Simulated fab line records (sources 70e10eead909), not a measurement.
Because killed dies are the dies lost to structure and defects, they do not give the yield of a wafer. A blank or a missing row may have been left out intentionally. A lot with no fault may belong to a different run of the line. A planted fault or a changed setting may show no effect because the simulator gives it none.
A lot that was struck, set against a sound lot || flow nandHarc || 37 steps out of a route of 1302
Sound: the wafers L380.1, L380.3, L380.4. Wafers L386.2, L386.5, L386.6 were the ones struck. At the end, the cause is stated.
Each step with rows lists, per side, the tool, then ch with its chambers, then its first start. Under that, the readings that differ: sound wafers || struck wafers || difference of the means || sigmas: that difference in standard deviations of wafers without a fault.
alike: same words and numbers on both sides, and readings whose means sit less than 2 such deviations apart. not compared: any withheld reading, any reading some wafer has no value for, any bound like >300 that may hide the same value, and any number with overlapping values for which the record gives no deviation.
Wherever a step has rows on one side only, a row that says differs or no value, or a row with sigmas, the two part there. When numbers do not overlap yet have no deviation, they are printed without sigmas and do not part them. A reading that every wafer of one side lacks parts them only if that side has two wafers or more.

NHARC_A_ONON_D2_INSPECT_32:
  sound: defectInspect-01 at day 15 08:13; struck: defectInspect-01 at day 17 14:53
  alike: rawDefectCount
then, 1 step without rows for these wafers: NHARC_A_CHANNEL_HOLE_D2_DEP_00 (deposits aC, target thk 3100 nm).
NHARC_A_CHANNEL_HOLE_D2_DEP_01: deposits SiON, target thk 140 nm.
  sound on pecvd-03 ch 0,1, day 15 10:29; struck on pecvd-04 ch 0,1, day 17 16:55
{"reading": "heaterPowerW (W)", "sound": "644 722 722", "struck": "924 984 774", "difference": "+198", "sigmas": "+2"}
  alike: showerheadVppV
then, 8 steps without rows for these wafers: NHARC_A_CHANNEL_HOLE_D2_DEHYDRATE_02 (time 120 s); NHARC_A_CHANNEL_HOLE_D2_HMDS_03 (time 30 s); NHARC_A_CHANNEL_HOLE_D2_COAT_36 (time 75 s); NHARC_A_CHANNEL_HOLE_D2_COAT_37 (time 65 s); NHARC_A_CHANNEL_HOLE_D2_COAT_04 (resist thk 90 nm); NHARC_A_CHANNEL_HOLE_D2_SOFTBAKE_05 (time 55 s); NHARC_A_CHANNEL_HOLE_D2_EBR_06; NHARC_A_CHANNEL_HOLE_D2_EXPOSE_07 (exposes mask HOLE D2, target cd 100 nm).
NHARC_A_CHANNEL_HOLE_D2_PEB_08: peb time 65 s.
  sound on lithoTrack-04 ch 0, day 15 11:01; struck on lithoTrack-04 ch 0, day 17 17:32
  alike: plateTempC
then, 1 step without rows for these wafers: NHARC_A_CHANNEL_HOLE_D2_DEVELOP_09 (develop time 35 s).
NHARC_A_CHANNEL_HOLE_D2_CD_MEAS_10: target cd 100 nm.
  sound on cdSem-02 ch 0, day 15 11:05; struck on cdSem-02 ch 0, day 17 17:37
{"reading": "cdNm (nm)", "sound": "100.0 100.4 100.6", "struck": "102.6 102.2 103.1", "difference": "+2.3", "sigmas": "+4"}
NHARC_A_CHANNEL_HOLE_D2_OVL_MEAS_11:
  sound: overlay-02 at day 15 11:10; struck: overlay-02 at day 17 17:43
  alike: overlayXNm, overlayYNm
NHARC_A_CHANNEL_HOLE_D2_INSPECT_12:
  sound: defectInspect-01 at day 15 11:13; struck: defectInspect-01 at day 17 17:45
  alike: rawDefectCount
NHARC_A_CHANNEL_HOLE_D2_DESCUM_15: chemistry O2, time 3 s.
  sound on rieDiel-04 ch 0,1, day 15 11:17; struck on rieDiel-04 ch 1,2, day 17 17:49
{"reading": "model.A_CHANNEL_HOLE_D2.cdNm (nm)", "sound": "100.4 101.4 101.1", "struck": "103.2 102.6 103.6", "difference": "+2.2", "sigmas": ""}
  alike: drypumpMotorCurrentA, oesProductAu, rfVppV, showerheadPlenumPTorr, throttleValvePct
  not compared: rfHoursCounterH
then, 1 step without rows for these wafers: NHARC_A_CHANNEL_HOLE_D2_ETCH_38 (etches the open film in CF4, target depth 39 nm, time 65 s).
NHARC_A_CHANNEL_HOLE_D2_ETCH_39: etches the open film in N2/H2, target depth 260 nm, time 325 s.
  sound: rieDiel-04 ch 1,2; struck: rieDiel-04 ch 0,1,3
  alike: drypumpMotorCurrentA, oesProductAu, rfVppV, showerheadPlenumPTorr, throttleValvePct
  not compared: rfHoursCounterH
then, 1 step without rows for these wafers: NHARC_A_CHANNEL_HOLE_D2_ETCH_34 (etches the open film in CF4/CHF3, target depth 154 nm, time 77 s).
NHARC_A_CHANNEL_HOLE_D2_ETCH_16: etches the open film in O2/COS, target depth 3100 nm, time 806 s.
  sound: rieDiel-04 ch 1,2; struck: rieDiel-04 ch 0,2,3
  alike: drypumpMotorCurrentA, oesProductAu, rfVppV, showerheadPlenumPTorr, throttleValvePct
  not compared: rfHoursCounterH
NHARC_A_CHANNEL_HOLE_D2_CD_MEAS_18:
  sound: cdSem-02 at day 15 12:35; struck: cdSem-03 at day 17 19:03
  alike: cdNm
NHARC_A_CHANNEL_HOLE_D2_ETCH_19: etches the open film in C4F8/O2/Ar, time 34.5 s.
  sound on harEtch-01 ch 0,1, day 15 12:40; struck on harEtch-01 ch 0,1, day 17 19:08
  alike: drypumpMotorCurrentA, heBacksideLeakSccm, showerheadPlenumPTorr, throttleValvePct
  not compared: rfHoursCounterH
then, 5 steps without rows for these wafers: NHARC_A_CHANNEL_HOLE_D2_ETCH_20 (etches the open film in C4F8/O2/Ar, time 361.9 s, target depth 1600 nm); NHARC_A_CHANNEL_HOLE_D2_ETCH_21 (etches the open film in C4F8/O2/Ar, time 514.3 s, target depth 1600 nm); NHARC_A_CHANNEL_HOLE_D2_ETCH_22 (etches the open film in C4F8/O2/Ar, time 666.7 s, target depth 1600 nm); NHARC_A_CHANNEL_HOLE_D2_ETCH_23 (etches the open film in C4F8/O2/Ar, time 819 s, target depth 1600 nm); NHARC_A_CHANNEL_HOLE_D2_ETCH_24 (etches the open film in C4F8/O2/Ar, time 906.2 s, target depth 1500 nm).
NHARC_A_CHANNEL_HOLE_D2_ETCH_25: etches the open film in C4F8/O2/Ar, time 1040.2 s, target depth 1500 nm.
  sound on harEtch-01 ch 0,1, day 15 15:34; struck on harEtch-01 ch 0,1, day 17 22:10
  alike: drypumpMotorCurrentA, heBacksideLeakSccm, showerheadPlenumPTorr, throttleValvePct
  not compared: rfHoursCounterH
then, 5 steps without rows for these wafers: NHARC_A_CHANNEL_HOLE_D2_ETCH_26 (etches the open film in C4F8/O2/Ar, time 224.1 s, target depth 300 nm); NHARC_A_CHANNEL_HOLE_D2_ETCH_27 (etches the open film in C4F8/O2/Ar, time 90 s, target depth 400 nm); NHARC_A_CHANNEL_HOLE_D2_STRIP_41 (strips in N2/H2); NHARC_A_CHANNEL_HOLE_D2_STRIP_42 (strips in CF4/CHF3); NHARC_A_CHANNEL_HOLE_D2_STRIP_43 (strips in O2/COS).
NHARC_A_CHANNEL_HOLE_D2_ETCH_44: etches the open film in CF4/O2, target depth 140 nm, overetch 14 nm, time 77 s.
  sound on rieDiel-07 ch 0,1,2, day 15 17:24; struck on rieDiel-04 ch 0,1,3, day 17 23:51
  alike: drypumpMotorCurrentA, oesProductAu, rfVppV, showerheadPlenumPTorr, throttleValvePct
  not compared: rfHoursCounterH, model.A_CHANNEL_HOLE_D2.cdNm
then, 1 step without rows for these wafers: NHARC_A_CHANNEL_HOLE_D2_STRIP_28 (strips in O2).
NHARC_END_SORT_01:
  the record has rows for the sound wafers here (prober-01 ch 0, day 26 14:12) and none for the struck ones

## WHERE THEY PART
Earliest at NHARC_A_CHANNEL_HOLE_D2_DEP_01; latest, in this record, at NHARC_END_SORT_01.

WHY: the cause the simulator had injected
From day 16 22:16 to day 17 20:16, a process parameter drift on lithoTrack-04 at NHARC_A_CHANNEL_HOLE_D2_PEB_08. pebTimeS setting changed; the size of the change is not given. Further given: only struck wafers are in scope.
